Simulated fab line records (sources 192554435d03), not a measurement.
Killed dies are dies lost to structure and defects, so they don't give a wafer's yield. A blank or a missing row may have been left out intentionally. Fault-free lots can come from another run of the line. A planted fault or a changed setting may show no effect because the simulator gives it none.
fab line records + flow n5_finfet
record:
- lots: 11
- wafers: 32
- last_day: 17
route steps=1938 shown BEOL_M5@1114
lots with no fault: from the same line, run without faults
start_h: hours from the record's first day to the start of the lot's first wafer shown + wait_h: hours from the lot's prior step to this one + " same as the row above + L1.1+2: a single row standing in for several wafers + - value missing, or start not given + * or withheld: withheld + < > ~ a bound
route shown NAME@n: names a module that has steps shown in the file, with the first one's number in the route + usual: the fault-free wafers' mean and standard deviation + same: alike in all rows + chamber/n: place in a boat + sites: the reading at each site + _std_site: the standard deviation of these + _edge_site: inner sites' mean taken away from outer sites' mean + radius_mm: how far each site lies from the wafer's centre + mask NAME#n: copy n + behind: the tool/chamber that last shaped the wafer + hold: cause of the lot's hold/its duration in hours/its outcome + device: transistor that didn't switch, given as n, p or np + end of line: at the end of the route, the tests of the same wafers + a step with no rows: only its recipe + killed: not the wafer's yield, but the dies lost to structure and defects at the first sort + map: per-die view of a wafer (x killed, . not killed, _ where there is no die)
set.NAME: the setting the step ran with; set.NAME@STEP: the setting that earlier step ran with + model.NAME: the simulator's own value behind a step, which no gauge read
the route's steps for a sample of lots (tables are steps, rows are wafers)
services: when a tool's chamber went out of use (start_h, in hours from the record's first day, below 0 if earlier), for how many hours, and the reason
== steps ==
step: N5_BEOL_M5_THK_MEAS_01
recipe:
- reads: SiCOH_lowk_of_BEOL_M5_ILD_DEP_00
usual:
- M5_ILD_THK: 121.2/1.3
| lot.wafer | tool          | chamber | start_h | wait_h | M5_ILD_THK[nm] |
|-----------|---------------|---------|---------|--------|----------------|
| L833.2    | film_metro-02 | -       | 185.09  | 0.4    | 120.0          |
| L833.3    | "             | -       | "       | "      | 121.0          |
| L833.4    | "             | -       | "       | "      | 120.8          |
| L832.3    | film_metro-01 | -       | 187.72  | 0.3    | 120.2          |
| L832.5    | "             | -       | "       | "      | 123.2          |
| L832.6    | "             | -       | "       | "      | 122.9          |
| L834.1    | film_metro-01 | -       | 190.60  | 0.4    | 118.7          |
| L834.4    | "             | -       | "       | "      | 121.1          |
| L834.5    | "             | -       | "       | "      | 119.6          |
| L836.3    | film_metro-02 | -       | 206.32  | 0.3    | 121.5          |
| L836.4    | "             | -       | "       | "      | 122.2          |
| L836.5    | "             | -       | "       | "      | 121.5          |
| L837.3    | film_metro-01 | -       | 215.79  | 0.3    | 118.5          |
| L837.6    | "             | -       | "       | "      | 121.5          |
| L838.1    | film_metro-02 | -       | 219.30  | 0.4    | 119.8          |
| L838.4    | "             | -       | "       | "      | 122.4          |
| L838.6    | "             | -       | "       | "      | 123.7          |
| L841.3    | film_metro-01 | -       | 239.90  | 0.3    | 120.7          |
| L841.5    | "             | -       | "       | "      | 121.3          |
| L841.6    | "             | -       | "       | "      | 121.0          |
| L840.1    | film_metro-02 | -       | 246.31  | 0.4    | 118.6          |
| L840.2    | "             | -       | "       | "      | 119.5          |
| L840.6    | "             | -       | "       | "      | 120.3          |
| L846.2    | film_metro-02 | -       | 266.98  | 0.4    | 118.9          |
| L846.3    | "             | -       | "       | "      | 119.5          |
| L846.6    | "             | -       | "       | "      | 122.3          |
| L851.2    | film_metro-01 | -       | 302.19  | 0.4    | 120.4          |
| L851.4    | "             | -       | "       | "      | 121.5          |
| L851.5    | "             | -       | "       | "      | 121.3          |
| L852.1    | film_metro-02 | -       | 309.85  | 0.4    | 122.1          |
| L852.3    | "             | -       | "       | "      | 121.3          |
| L852.6    | "             | -       | "       | "      | 123.4          |
step: N5_BEOL_M5_PECVD_70
recipe:
- material: SiO2
- target_thk_a: 160
- temp_c: 400
- precursor: TEOS/O2
- pressure_torr: 5.5
- rf_w: 450
- teos_flow_sccm: 53.8
- gas: O2
- flow_sccm: 3000
- time_s: 18
usual:
- heater_power_w: 730/95
- showerhead_plenum_p_Torr: 8.82/0.062
- throttle_valve_pct: 22.0/1.2
| lot.wafer | tool     | chamber | start_h | wait_h | heater_power_w | showerhead_plenum_p_Torr | since_wet_clean_h | throttle_valve_pct |
|-----------|----------|---------|---------|--------|----------------|--------------------------|-------------------|--------------------|
| L833.2    | pecvd-03 | 0       | 185.13  | 0.0    | 705            | 8.87                     | 1252              | 21.1               |
| L833.3    | "        | 1       | "       | "      | 728            | 8.87                     | 1977              | 22.1               |
| L833.4    | "        | 2       | "       | "      | 819            | 8.83                     | -                 | 21.4               |
| L832.3    | pecvd-02 | 1       | 187.76  | 0.0    | 702            | 8.77                     | 1617              | 23.9               |
| L832.5    | "        | 1       | "       | "      | 724            | 8.75                     | -                 | 24.1               |
| L832.6    | "        | 2       | "       | "      | 578            | 8.83                     | -                 | 20.7               |
| L834.1    | pecvd-03 | 1       | 190.64  | 0.0    | 669            | 8.84                     | 1982              | 22.2               |
| L834.4    | "        | 0       | "       | "      | 776            | 8.87                     | -                 | 21.0               |
| L834.5    | "        | 2       | "       | "      | 857            | 8.82                     | -                 | 21.5               |
| L836.3    | pecvd-03 | 0       | 206.35  | 0.0    | 770            | 8.89                     | 1273              | 21.7               |
| L836.4    | "        | 0       | "       | "      | 762            | 8.87                     | -                 | 21.4               |
| L836.5    | "        | 2       | "       | "      | 807            | 8.82                     | -                 | 21.2               |
| L837.3    | pecvd-02 | 0       | 215.82  | 0.0    | 869            | 8.65                     | 920               | 24.7               |
| L837.6    | "        | 1       | "       | "      | 699            | 8.77                     | -                 | 23.5               |
| L838.1    | pecvd-02 | 0       | 219.34  | 0.0    | 919            | 8.64                     | 923               | 24.5               |
| L838.4    | "        | 0       | "       | "      | 950            | 8.66                     | -                 | 24.8               |
| L838.6    | "        | 1       | "       | "      | 627            | 8.76                     | -                 | 23.4               |
| L841.3    | pecvd-03 | 1       | 239.93  | 0.0    | 731            | 8.83                     | 2031              | 21.9               |
| L841.5    | "        | 0       | "       | "      | 643            | 8.87                     | -                 | 21.2               |
| L841.6    | "        | 1       | "       | "      | 747            | 8.86                     | -                 | 22.0               |
| L840.1    | pecvd-02 | 2       | 246.35  | 0.0    | 569            | 8.84                     | 196               | 20.5               |
| L840.2    | "        | 1       | "       | "      | 597            | 8.75                     | 1675              | 23.9               |
| L840.6    | "        | 1       | "       | "      | 590            | 8.76                     | -                 | 23.6               |
| L846.2    | pecvd-03 | 2       | 267.01  | 0.0    | 805            | 8.84                     | 579               | 21.3               |
| L846.3    | "        | 1       | "       | "      | 743            | 8.84                     | 2058              | 22.0               |
| L846.6    | "        | 2       | "       | "      | 815            | 8.85                     | -                 | 21.7               |
| L851.2    | pecvd-03 | 1       | 302.22  | 0.0    | 751            | 8.84                     | 2094              | 22.0               |
| L851.4    | "        | 2       | "       | "      | 870            | 8.83                     | -                 | 21.5               |
| L851.5    | "        | 0       | "       | "      | 645            | 8.87                     | -                 | 21.2               |
| L852.1    | pecvd-03 | 1       | 309.89  | 0.0    | 660            | 8.84                     | 2101              | 22.0               |
| L852.3    | "        | 0       | "       | "      | 682            | 8.86                     | 1376              | 21.2               |
| L852.6    | "        | 2       | "       | "      | 862            | 8.83                     | -                 | 21.5               |
step: N5_BEOL_M5_STRIP_19
recipe:
- chemistry: O2
- power_w: 400
- temp_c: 40
- pressure_mtorr: 30
- rf_frequency_hz: 6e+07
- bias_power_w: 0
- overash_fraction: 0.2
- o2_flow_sccm: 225
usual:
- drypump_motor_current_A: 5.8/0.5
- oes_product_au: 0.82/0.073
- rf_vpp_V: 3.6/0.47
- showerhead_plenum_p_Torr: 2.13/0.064
- throttle_valve_pct: 16.57/0.19
| lot.wafer | tool        | chamber | start_h | wait_h | drypump_motor_current_A | oes_product_au | rf_hours_counter_h | rf_vpp_V | showerhead_plenum_p_Torr | throttle_valve_pct |
|-----------|-------------|---------|---------|--------|-------------------------|----------------|--------------------|----------|--------------------------|--------------------|
| L833.2    | rie_diel-03 | 0       | 186.37  | 0.1    | 5.6                     | 0.94           | 20                 | 3.7      | 2.06                     | 16.14              |
| L833.3    | "           | 3       | "       | "      | 5.7                     | 0.91           | 27                 | 3.1      | 2.14                     | 16.53              |
| L833.4    | "           | 1       | "       | "      | 6.6                     | 0.73           | 202                | 3.9      | 2.16                     | 16.75              |
| L832.3    | rie_diel-02 | 3       | 189.76  | 0.1    | 4.9                     | 0.69           | 238                | 3.5      | 2.15                     | 16.87              |
| L832.5    | "           | 0       | "       | "      | 6.1                     | 0.76           | -                  | 3.0      | 2.18                     | 16.32              |
| L832.6    | "           | 1       | "       | "      | 5.8                     | 0.68           | -                  | 3.5      | 2.06                     | 17.12              |
| L834.1    | rie_diel-01 | 0       | 193.40  | 0.1    | 5.8                     | 0.84           | 53                 | 3.6      | 2.22                     | 16.74              |
| L834.4    | "           | 2       | "       | "      | 4.8                     | 0.83           | 84                 | 4.7      | 2.03                     | 16.41              |
| L834.5    | "           | 3       | "       | "      | 5.5                     | 0.88           | -                  | 3.2      | 2.14                     | 16.56              |
| L836.3    | rie_diel-03 | 1       | 209.08  | 0.1    | 6.6                     | 0.72           | 208                | 4.9      | 2.16                     | 16.75              |
| L836.4    | "           | 0       | "       | "      | 5.7                     | 0.92           | 27                 | 4.2      | 2.06                     | 16.16              |
| L836.5    | "           | 3       | "       | "      | 5.7                     | 0.89           | -                  | 3.9      | 2.14                     | 16.55              |
| L837.3    | rie_diel-03 | 3       | 218.31  | 0.1    | 5.7                     | 0.89           | 36                 | 3.5      | 2.14                     | 16.54              |
| L837.6    | "           | 1       | "       | "      | 6.6                     | 0.71           | -                  | 4.3      | 2.16                     | 16.75              |
| L838.1    | rie_diel-03 | 3       | 221.76  | 0.2    | 5.8                     | 0.89           | 37                 | 3.8      | 2.14                     | 16.54              |
| L838.4    | "           | 2       | "       | "      | 6.4                     | 0.86           | 51                 | 2.9      | 2.21                     | 16.46              |
| L838.6    | "           | 2       | "       | "      | 6.4                     | 0.86           | -                  | 3.1      | 2.22                     | 16.46              |
| L841.3    | rie_diel-01 | 2       | 241.03  | 0.1    | 4.9                     | 0.82           | 98                 | 3.5      | 2.03                     | 16.41              |
| L841.5    | "           | 1       | "       | "      | 5.7                     | 0.76           | -                  | 3.7      | 2.10                     | 16.63              |
| L841.6    | "           | 0       | "       | "      | 5.8                     | 0.83           | -                  | 3.7      | 2.22                     | 16.78              |
| L840.1    | rie_diel-01 | 1       | 247.54  | 0.1    | 5.7                     | 0.77           | 157                | 3.1      | 2.10                     | 16.63              |
| L840.2    | "           | 2       | "       | "      | 4.9                     | 0.81           | 101                | 2.9      | 2.03                     | 16.42              |
| L840.6    | "           | 3       | "       | "      | 5.5                     | 0.86           | -                  | 2.7      | 2.13                     | 16.58              |
| L846.2    | rie_diel-02 | 1       | 268.95  | 0.1    | 5.8                     | 0.94           | 11                 | 3.6      | 2.05                     | 16.67              |
| L846.3    | "           | 1       | "       | "      | 5.8                     | 0.95           | -                  | 2.5      | 2.05                     | 16.67              |
| L846.6    | "           | 1       | "       | "      | 5.8                     | 0.94           | -                  | 3.8      | 2.05                     | 16.67              |
| L851.2    | rie_diel-01 | 1       | 303.51  | 0.3    | 5.7                     | 0.74           | 175                | 3.5      | 2.09                     | 16.66              |
| L851.4    | "           | 2       | "       | "      | 4.8                     | 0.79           | -                  | 3.4      | 2.02                     | 16.46              |
| L851.5    | "           | 3       | "       | "      | 5.5                     | 0.84           | -                  | 3.4      | 2.13                     | 16.61              |
| L852.1    | rie_diel-01 | 3       | 310.84  | 0.1    | 5.5                     | 0.83           | 75                 | 3.3      | 2.13                     | 16.62              |
| L852.3    | "           | 2       | "       | "      | 4.8                     | 0.79           | 118                | 3.5      | 2.02                     | 16.48              |
| L852.6    | "           | 1       | "       | "      | 5.7                     | 0.73           | -                  | 3.6      | 2.09                     | 16.67              |
step: N5_BEOL_M5_COAT_65
recipe:
- resist: SOC
- temp_c: 250
- time_s: 60
- spin_rpm: 1500
- resist_thk_nm: 60
usual:
- dispense_pressure_kPa: 53/4.4
- spin_speed_rpm: 1500.0/0.91
| lot.wafer | tool           | chamber | start_h | wait_h | dispense_pressure_kPa | spin_speed_rpm |
|-----------|----------------|---------|---------|--------|-----------------------|----------------|
| L833.2    | litho_track-05 | 0       | 187.04  | 0.6    | 56                    | 1500.1         |
| L833.3    | "              | 0       | "       | "      | 56                    | 1500.1         |
| L833.4    | "              | 0       | "       | "      | 56                    | 1500.1         |
| L832.3    | litho_track-04 | 0       | 191.90  | 2.1    | 47                    | 1500.6         |
| L832.5    | "              | 0       | "       | "      | 47                    | 1500.9         |
| L832.6    | "              | 0       | "       | "      | 47                    | 1500.4         |
| L834.1    | litho_track-04 | 0       | 196.17  | 2.7    | 47                    | 1500.7         |
| L834.4    | "              | 0       | "       | "      | 47                    | 1500.0         |
| L834.5    | "              | 0       | "       | "      | 47                    | 1499.3         |
| L836.3    | litho_track-03 | 0       | 209.19  | 0.0    | 56                    | 1500.9         |
| L836.4    | "              | 0       | "       | "      | 56                    | 1502.8         |
| L836.5    | "              | 0       | "       | "      | 56                    | 1501.2         |
| L837.3    | litho_track-04 | 0       | 218.49  | 0.1    | 47                    | 1362.6         |
| L837.6    | "              | 0       | "       | "      | 47                    | 1363.5         |
| L838.1    | litho_track-04 | 0       | 222.82  | 1.0    | 47                    | 1363.4         |
| L838.4    | "              | 0       | "       | "      | 47                    | 1362.6         |
| L838.6    | "              | 0       | "       | "      | 47                    | 1363.6         |
| L841.3    | litho_track-05 | 0       | 241.40  | 0.3    | 56                    | 1500.2         |
| L841.5    | "              | 0       | "       | "      | 56                    | 1499.5         |
| L841.6    | "              | 0       | "       | "      | 56                    | 1500.0         |
| L840.1    | litho_track-03 | 0       | 249.85  | 2.2    | 56                    | 1500.7         |
| L840.2    | "              | 0       | "       | "      | 56                    | 1500.8         |
| L840.6    | "              | 0       | "       | "      | 56                    | 1500.2         |
| L846.2    | litho_track-03 | 0       | 269.70  | 0.7    | 56                    | 1500.2         |
| L846.3    | "              | 0       | "       | "      | 56                    | 1499.7         |
| L846.6    | "              | 0       | "       | "      | 56                    | 1499.4         |
| L851.2    | litho_track-05 | 0       | 306.30  | 2.7    | 56                    | 1499.5         |
| L851.4    | "              | 0       | "       | "      | 56                    | 1499.4         |
| L851.5    | "              | 0       | "       | "      | 56                    | 1499.7         |
| L852.1    | litho_track-05 | 0       | 310.99  | 0.1    | 56                    | 1499.0         |
| L852.3    | "              | 0       | "       | "      | 56                    | 1499.3         |
| L852.6    | "              | 0       | "       | "      | 56                    | 1500.8         |
== services ==
| tool        | chamber | start_h | hours | kind                          |
|-------------|---------|---------|-------|-------------------------------|
| rie_diel-03 | 2       | 170.31  | 8.0   | repair                        |
| pecvd-02    | -       | 189.03  | 6.0   | pm                            |
| pecvd-03    | 0       | 199.89  | 3.5   | repair                        |
| rie_diel-02 | 1       | 210.87  | -     | clean                         |
| rie_diel-02 | 1       | 210.87  | -     | consumable_replace:focus_ring |
| rie_diel-02 | 1       | 210.87  | 26.1  | scheduled_down                |
| rie_diel-02 | 1       | 210.87  | 26.1  | vent_cycle                    |
| rie_diel-03 | 3       | 214.67  | 3.1   | repair                        |
| rie_diel-01 | 0       | 216.59  | 1.2   | repair                        |
| rie_diel-02 | -       | 219.04  | 0.7   | repair                        |
| rie_diel-03 | 2       | 224.91  | 9.3   | repair                        |
| rie_diel-03 | 0       | 240.51  | 12.8  | repair                        |
| rie_diel-02 | 3       | 256.42  | 2.8   | repair                        |
| rie_diel-02 | 3       | 259.42  | -     | clean                         |
| rie_diel-02 | 3       | 259.42  | -     | consumable_replace:focus_ring |
| rie_diel-02 | 3       | 259.42  | 25.7  | scheduled_down                |
| rie_diel-02 | 2       | 267.02  | 6.3   | repair                        |
| pecvd-03    | -       | 268.76  | 0.7   | repair                        |
| pecvd-03    | -       | 270.53  | 0.7   | repair                        |
| pecvd-03    | 2       | 273.06  | 3.7   | repair                        |
| pecvd-02    | 2       | 273.24  | 6.8   | repair                        |
| rie_diel-01 | 0       | 301.30  | 18.0  | repair                        |
| rie_diel-01 | 2       | 304.72  | 3.9   | repair                        |
| pecvd-03    | -       | 307.08  | 2.8   | pm                            |
== key ==
first_sign:
- step: N5_BEOL_M5_COAT_65
- reading: spin_speed_rpm
- direction: down
- sigmas: 99+
- usual: *
- struck: *
effect none on later readings
met_at N5_BEOL_M5_COAT_65
struck_lots L837,L838
rows_end L837.6
not_acting_at N5_BEOL_M5_THK_MEAS_01,N5_BEOL_M5_PECVD_70,N5_BEOL_M5_STRIP_19
onset_between 196.17 218.49
fault:
- kind: process_parameter_drift
- tool: litho_track-04
- chamber: -
- onset_h: 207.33
- steps: N5_BEOL_M5_COAT_65
- channel: spin_rpm
- offset: *
- shape: step
- acts_in: *
- stated: *
rows_end: these wafers met a further fault down the route, and their rows from its step on are left out
